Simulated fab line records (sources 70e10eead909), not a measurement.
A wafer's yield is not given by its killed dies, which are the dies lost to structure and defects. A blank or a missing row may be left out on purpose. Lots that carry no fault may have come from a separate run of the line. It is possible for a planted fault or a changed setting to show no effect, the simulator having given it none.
Which tool is to blame? ; flow nand-harc ; Sampling: 24 lots, 72 wafers, 6 of 1159 route steps

== WHAT THE GAUGES READ, wafer by wafer ==
Not one reading of a measure or inspect step in the record can be checked against a usual standard deviation.

== WHICH TOOL RAN EACH LOT (tool, then ch and the chambers of the sampled wafers, then the start) ==
lot;NHARC_A_STAIRCASE_ETCH_190;NHARC_A_STAIRCASE_TRIM_193;NHARC_A_STAIRCASE_TRIM_224;NHARC_A_STAIRCASE_ETCH_227;NHARC_A_STAIRCASE_DEP_151;NHARC_A_STAIRCASE_STRIP_475
L074;rie-diel-07 ch 1,3, day 12 14:11 or earlier;rie-diel-07 ch 0,3, day 12 14:11 or earlier;rie-diel-07 ch 0,1,3, day 12 14:11 or earlier;rie-diel-07 ch 2,3, day 12 14:11 or earlier;pecvd-02 ch 0,1, day 12 14:11;rie-diel-07 ch 0,1, no start
L076;rie-diel-11 ch 0,1,2, day 12 22:01 or earlier;rie-diel-11 ch 0,1,2, day 12 22:01 or earlier;rie-diel-07 ch 1,3, day 12 22:01 or earlier;rie-diel-07 ch 1,2,3, day 12 22:01 or earlier;pecvd-03 ch 0,1, day 12 22:01;rie-diel-11 ch 1,2,3, no start
L075;rie-diel-07 ch 0,1,2, day 12 22:40 or earlier;rie-diel-07 ch 0,3, day 12 22:40 or earlier;rie-diel-11 ch 1,3, day 12 22:40 or earlier;rie-diel-11 ch 1,3, day 12 22:40 or earlier;pecvd-02 ch 0,2, day 12 22:40;rie-diel-11 ch 0,3, no start
L077;rie-diel-07 ch 0,1,2, day 13 09:05 or earlier;rie-diel-07 ch 1,2,3, day 13 09:05 or earlier;rie-diel-07 ch 0,1,2, day 13 09:05 or earlier;rie-diel-07 ch 0,1,3, day 13 09:05 or earlier;pecvd-02 ch 0,1,2, day 13 09:05;rie-diel-12 ch 0,1,3, no start
L078;rie-diel-07 ch 0,3, day 13 08:59 or earlier;rie-diel-07 ch 0,1,3, day 13 08:59 or earlier;rie-diel-07 ch 0,2, day 13 08:59 or earlier;rie-diel-07 ch 0,2, day 13 08:59 or earlier;pecvd-01 ch 0,1, day 13 08:59;rie-diel-11 ch 0,1,3, no start
L079;rie-diel-12 ch 0,1,2, day 13 14:27 or earlier;rie-diel-12 ch 0,1,3, day 13 14:27 or earlier;rie-diel-12 ch 0,1,2, day 13 14:27 or earlier;rie-diel-12 ch 1,2,3, day 13 14:27 or earlier;pecvd-01 ch 0,1, day 13 14:27;rie-diel-12 ch 0,2,3, no start
L082;rie-diel-07 ch 1,2, day 14 14:11 or earlier;rie-diel-07 ch 1,2, day 14 14:11 or earlier;rie-diel-07 ch 2,3, day 14 14:11 or earlier;rie-diel-07 ch 0,1,2, day 14 14:11 or earlier;pecvd-01 ch 0,1,2, day 14 14:11;rie-diel-12 ch 2,3, no start
L080;rie-diel-07 ch 1,2,3, day 14 20:41 or earlier;rie-diel-07 ch 0,1,3, day 14 20:41 or earlier;rie-diel-11 ch 0,2, day 14 20:41 or earlier;rie-diel-11 ch 0,1, day 14 20:41 or earlier;pecvd-03 ch 0,1,2, day 14 20:41;rie-diel-12 ch 0,2, no start
L083;rie-diel-12 ch 2,3, day 15 00:32 or earlier;rie-diel-12 ch 1,2,3, day 15 00:32 or earlier;rie-diel-12 ch 1,2,3, day 15 00:32 or earlier;rie-diel-12 ch 0,3, day 15 00:32 or earlier;pecvd-03 ch 0,1,2, day 15 00:32;rie-diel-12 ch 0,2, no start
L081;rie-diel-11 ch 0,2,3, day 15 07:26 or earlier;rie-diel-11 ch 0,3, day 15 07:26 or earlier;rie-diel-11 ch 0,1,3, day 15 07:26 or earlier;rie-diel-11 ch 0,3, day 15 07:26 or earlier;pecvd-01 ch 0,1,2, day 15 07:26;rie-diel-12 ch 0,2,3, no start
L084;rie-diel-12 ch 1,3, day 15 10:22 or earlier;rie-diel-12 ch 1,2, day 15 10:22 or earlier;rie-diel-07 ch 0,2,3, day 15 10:22 or earlier;rie-diel-07 ch 0,1, day 15 10:22 or earlier;pecvd-03 ch 1,2, day 15 10:22;rie-diel-12 ch 0,2,3, no start
L086;rie-diel-11 ch 0,1,3, day 15 17:55 or earlier;rie-diel-11 ch 1,2,3, day 15 17:55 or earlier;rie-diel-12 ch 1,2,3, day 15 17:55 or earlier;rie-diel-12 ch 0,2,3, day 15 17:55 or earlier;pecvd-03 ch 1,2, day 15 17:55;rie-diel-07 ch 0,1,2, day 16 20:59
L087;rie-diel-11 ch 0,2,3, day 15 17:25 or earlier;rie-diel-11 ch 1,3, day 15 17:25 or earlier;rie-diel-12 ch 2,3, day 15 17:25 or earlier;rie-diel-12 ch 0,1,2, day 15 17:25 or earlier;pecvd-01 ch 0,1,2, day 15 17:25;rie-diel-07 ch 0,1, day 16 20:35
L085;rie-diel-12 ch 1,2, day 15 17:31 or earlier;rie-diel-12 ch 0,2,3, day 15 17:31 or earlier;rie-diel-07 ch 0,1,3, day 15 17:31 or earlier;rie-diel-07 ch 0,1, day 15 17:31 or earlier;pecvd-02 ch 0,1,2, day 15 17:31;rie-diel-11 ch 0,2,3, no start
L089;rie-diel-12 ch 0,1,2, day 16 04:34 or earlier;rie-diel-12 ch 0,1, day 16 04:34 or earlier;rie-diel-11 ch 1,2, day 16 04:34 or earlier;rie-diel-11 ch 1,3, day 16 04:34 or earlier;pecvd-03 ch 0,1,2, day 16 04:34;rie-diel-12 ch 0,2, no start
L088;rie-diel-07 ch 2,3, day 16 04:34 or earlier;rie-diel-07 ch 1,3, day 16 04:34 or earlier;rie-diel-12 ch 0,3, day 16 04:34 or earlier;rie-diel-12 ch 0,3, day 16 04:34 or earlier;pecvd-02 ch 0,2, day 16 04:34;rie-diel-11 ch 1,2,3, no start
L090;rie-diel-11 ch 0,1,3, day 16 09:39 or earlier;rie-diel-11 ch 0,1,3, day 16 09:39 or earlier;rie-diel-07 ch 1,2,3, day 16 09:39 or earlier;rie-diel-07 ch 0,3, day 16 09:39 or earlier;pecvd-01 ch 0,1,2, day 16 09:39;rie-diel-12 ch 0,2, no start
L091;rie-diel-11 ch 0,2,3, day 16 17:08 or earlier;rie-diel-11 ch 1,3, day 16 17:08 or earlier;rie-diel-11 ch 1,2, day 16 17:08 or earlier;rie-diel-11 ch 0,2, day 16 17:08 or earlier;pecvd-02 ch 0,1, day 16 17:08;rie-diel-11 ch 0,1, no start
L094;rie-diel-12 ch 0,2, day 17 00:17 or earlier;rie-diel-12 ch 0,1,3, day 17 00:17 or earlier;rie-diel-11 ch 0,1,2, day 17 00:17 or earlier;rie-diel-11 ch 1,2,3, day 17 00:17 or earlier;pecvd-01 ch 0,1, day 17 00:17;rie-diel-11 ch 1,2,3, no start
L092;rie-diel-11 ch 0,2,3, day 17 13:07 or earlier;rie-diel-11 ch 0,1,3, day 17 13:07 or earlier;rie-diel-12 ch 0,1, day 17 13:07 or earlier;rie-diel-12 ch 1,2,3, day 17 13:07 or earlier;pecvd-02 ch 0,1, day 17 13:07;rie-diel-12 ch 0,1,3, no start
L095;rie-diel-07 ch 0,1,3, day 17 13:08 or earlier;rie-diel-07 ch 0,2,3, day 17 13:08 or earlier;rie-diel-12 ch 1,2,3, day 17 13:08 or earlier;rie-diel-12 ch 0,1,2, day 17 13:08 or earlier;pecvd-03 ch 0,1,2, day 17 13:08;rie-diel-11 ch 0,1,3, no start
L093;rie-diel-12 ch 0,1,2, day 17 19:25 or earlier;rie-diel-12 ch 0,2,3, day 17 19:25 or earlier;rie-diel-12 ch 2,3, day 17 19:25 or earlier;rie-diel-12 ch 2,3, day 17 19:25 or earlier;pecvd-03 ch 0,1,2, day 17 19:25;rie-diel-07 ch 0,1,3, no start
L096;rie-diel-12 ch 1,2,3, day 18 03:27 or earlier;rie-diel-12 ch 0,1, day 18 03:27 or earlier;rie-diel-11 ch 1,2,3, day 18 03:27 or earlier;rie-diel-11 ch 1,2,3, day 18 03:27 or earlier;pecvd-03 ch 0,2, day 18 03:27;rie-diel-11 ch 0,3, no start
L097;rie-diel-11 ch 0,1,3, day 18 22:47 or earlier;rie-diel-11 ch 2,3, day 18 22:47 or earlier;rie-diel-07 ch 0,1,2, day 18 22:47 or earlier;rie-diel-07 ch 1,2, day 18 22:47 or earlier;pecvd-03 ch 1,2, day 18 22:47;rie-diel-12 ch 1,2,3, no start
- NHARC_A_STAIRCASE_ETCH_190: etches the open film in C4F8/O2, target depth 100 nm, time 40.5 s.
- NHARC_A_STAIRCASE_TRIM_193: chemistry O2, time 211.2 s.
- NHARC_A_STAIRCASE_TRIM_224: chemistry O2, time 211.2 s.
- NHARC_A_STAIRCASE_ETCH_227: etches the open film in C4F8/O2, target depth 100 nm, time 40.5 s.
- NHARC_A_STAIRCASE_DEP_151: deposits SiO2, target thk 3800 nm.
- NHARC_A_STAIRCASE_STRIP_475: strips in O2, time 20 s.

== AS READ BY THE TOOLS THEMSELVES (means over the sampled wafers that have a number; for cases with no such wafer, the mark the record gives instead) ==
NHARC_A_STAIRCASE_ETCH_190.
lot;tool;oes-product-au (a.u.);rf-vpp-V (V)
L074;rie-diel-07;0.946;898
L076;rie-diel-11;0.942;896
L075;rie-diel-07;0.954;896
L077;rie-diel-07;0.939;896
L078;rie-diel-07;0.940;896
L079;rie-diel-12;0.961;899
L082;rie-diel-07;0.943;896
L080;rie-diel-07;0.940;900
L083;rie-diel-12;0.940;900
L081;rie-diel-11;0.947;894
L084;rie-diel-12;0.954;899
L086;rie-diel-11;0.945;898
L087;rie-diel-11;0.940;895
L085;rie-diel-12;0.933;900
L089;rie-diel-12;0.941;898
L088;rie-diel-07;0.943;903
L090;rie-diel-11;0.933;898
L091;rie-diel-11;0.956;895
L094;rie-diel-12;0.951;897
L092;rie-diel-11;0.940;893
L095;rie-diel-07;0.923;896
L093;rie-diel-12;0.933;898
L096;rie-diel-12;0.951;899
L097;rie-diel-11;0.945;899

NHARC_A_STAIRCASE_TRIM_193.
lot;tool;drypump-motor-current-A (A);oes-product-au (a.u.);rf-vpp-V (V);showerhead-plenum-p-Torr (Torr);throttle-valve-pct (%)
L074;rie-diel-07;6.0;1.010;57.8;3.66;17.032
L076;rie-diel-11;5.6;1.000;58.0;3.52;17.031
L075;rie-diel-07;6.3;0.989;58.0;3.54;17.039
L077;rie-diel-07;5.4;1.011;58.0;3.63;17.038
L078;rie-diel-07;5.7;1.007;58.0;3.54;17.033
L079;rie-diel-12;5.9;1.004;58.8;3.58;17.042
L082;rie-diel-07;5.1;1.012;57.4;3.52;17.031
L080;rie-diel-07;5.7;1.002;57.9;3.54;17.045
L083;rie-diel-12;6.0;0.996;58.1;3.65;17.040
L081;rie-diel-11;6.1;1.013;57.6;3.58;17.039
L084;rie-diel-12;6.1;0.993;57.6;3.68;17.025
L086;rie-diel-11;5.9;0.995;57.8;3.53;17.038
L087;rie-diel-11;6.3;0.998;58.3;3.63;17.043
L085;rie-diel-12;6.0;1.001;57.9;3.60;17.035
L089;rie-diel-12;5.8;1.002;57.8;3.58;17.035
L088;rie-diel-07;5.0;0.997;57.5;3.53;17.031
L090;rie-diel-11;6.0;1.001;58.3;3.61;17.036
L091;rie-diel-11;5.9;0.995;58.0;3.65;17.043
L094;rie-diel-12;5.9;1.006;57.7;3.57;17.030
L092;rie-diel-11;6.0;1.000;58.2;3.61;17.032
L095;rie-diel-07;6.1;1.004;57.5;3.61;17.035
L093;rie-diel-12;6.0;1.004;57.4;3.60;17.042
L096;rie-diel-12;5.8;1.013;57.9;3.57;17.035
L097;rie-diel-11;5.9;1.014;58.5;3.73;17.045

NHARC_A_STAIRCASE_TRIM_224.
lot;tool;drypump-motor-current-A (A);oes-product-au (a.u.);rf-vpp-V (V);showerhead-plenum-p-Torr (Torr);throttle-valve-pct (%)
L074;rie-diel-07;5.6;1.004;57.5;3.54;17.041
L076;rie-diel-07;5.1;1.002;58.5;3.55;17.029
L075;rie-diel-11;6.2;1.009;58.8;3.64;17.030
L077;rie-diel-07;5.8;1.007;58.5;3.52;17.034
L078;rie-diel-07;6.4;1.002;56.9;3.51;17.025
L079;rie-diel-12;5.9;1.001;57.8;3.61;17.032
L082;rie-diel-07;5.8;1.010;57.6;3.72;17.036
L080;rie-diel-11;5.7;1.012;58.3;3.48;17.037
L083;rie-diel-12;6.0;0.996;58.9;3.65;17.027
L081;rie-diel-11;6.0;1.000;58.1;3.62;17.035
L084;rie-diel-07;6.0;0.995;58.7;3.62;17.034
L086;rie-diel-12;6.0;0.995;58.1;3.65;17.031
L087;rie-diel-12;6.2;1.005;58.5;3.67;17.030
L085;rie-diel-07;5.7;0.998;57.5;3.53;17.036
L089;rie-diel-11;5.5;0.991;57.6;3.54;17.024
L088;rie-diel-12;5.8;1.005;57.9;3.53;17.028
L090;rie-diel-07;5.4;1.006;58.0;3.62;17.034
L091;rie-diel-11;5.5;1.007;57.3;3.41;17.036
L094;rie-diel-11;5.6;1.000;57.5;3.50;17.040
L092;rie-diel-12;5.8;1.004;57.6;3.57;17.033
L095;rie-diel-12;6.1;1.002;58.2;3.64;17.031
L093;rie-diel-12;6.1;0.989;58.3;3.66;17.039
L096;rie-diel-11;5.9;1.008;57.8;3.69;17.034
L097;rie-diel-07;5.8;1.012;58.4;3.49;17.036

NHARC_A_STAIRCASE_ETCH_227.
lot;tool;oes-product-au (a.u.);rf-vpp-V (V)
L074;rie-diel-07;0.942;905
L076;rie-diel-07;0.955;900
L075;rie-diel-11;0.941;900
L077;rie-diel-07;0.949;895
L078;rie-diel-07;0.945;895
L079;rie-diel-12;0.951;901
L082;rie-diel-07;0.939;895
L080;rie-diel-11;0.936;901
L083;rie-diel-12;0.950;896
L081;rie-diel-11;0.956;898
L084;rie-diel-07;0.940;893
L086;rie-diel-12;0.936;899
L087;rie-diel-12;0.927;898
L085;rie-diel-07;0.954;892
L089;rie-diel-11;0.924;899
L088;rie-diel-12;0.954;897
L090;rie-diel-07;0.938;900
L091;rie-diel-11;0.932;893
L094;rie-diel-11;0.945;895
L092;rie-diel-12;0.935;900
L095;rie-diel-12;0.937;898
L093;rie-diel-12;0.937;900
L096;rie-diel-11;0.943;902
L097;rie-diel-07;0.952;897

NHARC_A_STAIRCASE_DEP_151.
lot;tool;heater-power-w (W)
L074;pecvd-02;707
L076;pecvd-03;712
L075;pecvd-02;547
L077;pecvd-02;594
L078;pecvd-01;660
L079;pecvd-01;725
L082;pecvd-01;704
L080;pecvd-03;646
L083;pecvd-03;735
L081;pecvd-01;656
L084;pecvd-03;666
L086;pecvd-03;681
L087;pecvd-01;720
L085;pecvd-02;637
L089;pecvd-03;687
L088;pecvd-02;683
L090;pecvd-01;743
L091;pecvd-02;653
L094;pecvd-01;653
L092;pecvd-02;672
L095;pecvd-03;731
L093;pecvd-03;642
L096;pecvd-03;638
L097;pecvd-03;640

NHARC_A_STAIRCASE_STRIP_475.
lot;tool;drypump-motor-current-A (A);oes-product-au (a.u.);rf-vpp-V (V);showerhead-plenum-p-Torr (Torr);throttle-valve-pct (%)
L074;rie-diel-07;5.4;0.995;57.6;3.42;17.035
L076;rie-diel-11;5.9;1.005;57.4;3.53;17.042
L075;rie-diel-11;6.3;1.003;56.7;3.60;17.037
L077;rie-diel-12;5.9;1.011;58.1;3.57;17.047
L078;rie-diel-11;6.0;1.003;57.9;3.61;17.040
L079;rie-diel-12;6.0;1.002;58.0;3.60;17.036
L082;rie-diel-12;6.1;0.992;59.1;3.64;17.035
L080;rie-diel-12;6.1;0.994;57.8;3.62;17.025
L083;rie-diel-12;6.0;0.990;57.5;3.62;17.029
L081;rie-diel-12;6.0;1.006;58.0;3.59;17.045
L084;rie-diel-12;6.0;1.006;58.2;3.59;17.030
L086;rie-diel-07;5.8;1.019;57.5;3.49;17.025
L087;rie-diel-07;5.4;1.002;57.3;3.40;17.032
L085;rie-diel-11;6.0;1.006;58.2;3.65;17.037
L089;rie-diel-12;5.9;1.014;57.5;3.55;17.036
L088;rie-diel-11;5.9;1.000;57.9;3.69;17.042
L090;rie-diel-12;5.9;1.010;58.2;3.55;17.035
L091;rie-diel-11;5.7;1.004;57.5;3.59;17.039
L094;rie-diel-11;5.9;0.994;57.7;3.68;17.041
L092;rie-diel-12;5.9;1.014;57.3;3.55;17.035
L095;rie-diel-11;6.0;0.995;58.7;3.59;17.038
L093;rie-diel-07;5.7;1.009;58.3;3.51;17.041
L096;rie-diel-11;6.1;1.005;57.4;3.55;17.046
L097;rie-diel-12;6.1;1.012;57.4;3.62;17.025

== THE ANSWER, worked out from the rows above alone ==
Rule: what is usual is taken from the lots themselves. Put in order of their means at a reading, lots are off if they are a third of the lots or fewer, leave a main group of 4 or more, and stand apart from it by a gap of 3 or more times the standard deviation of the main group's means; of several such gaps the widest counts. A main group is skipped when, at the precision printed for the reading in the tables above, its means are all equal. Also off: a lot with no number at a reading for which 4 or more lots have one. The other lots that the step has rows for count as sound. First the gauges in route order, then the tools' own readings, where a lot's mean is used as printed above. At the first step where some lot is off, the reading lying furthest off is the one used; lots without a number count as furthest.
No lot is off at any reading shown: from this, nothing can be told.

== WHAT THE SIMULATOR PUT IN ==
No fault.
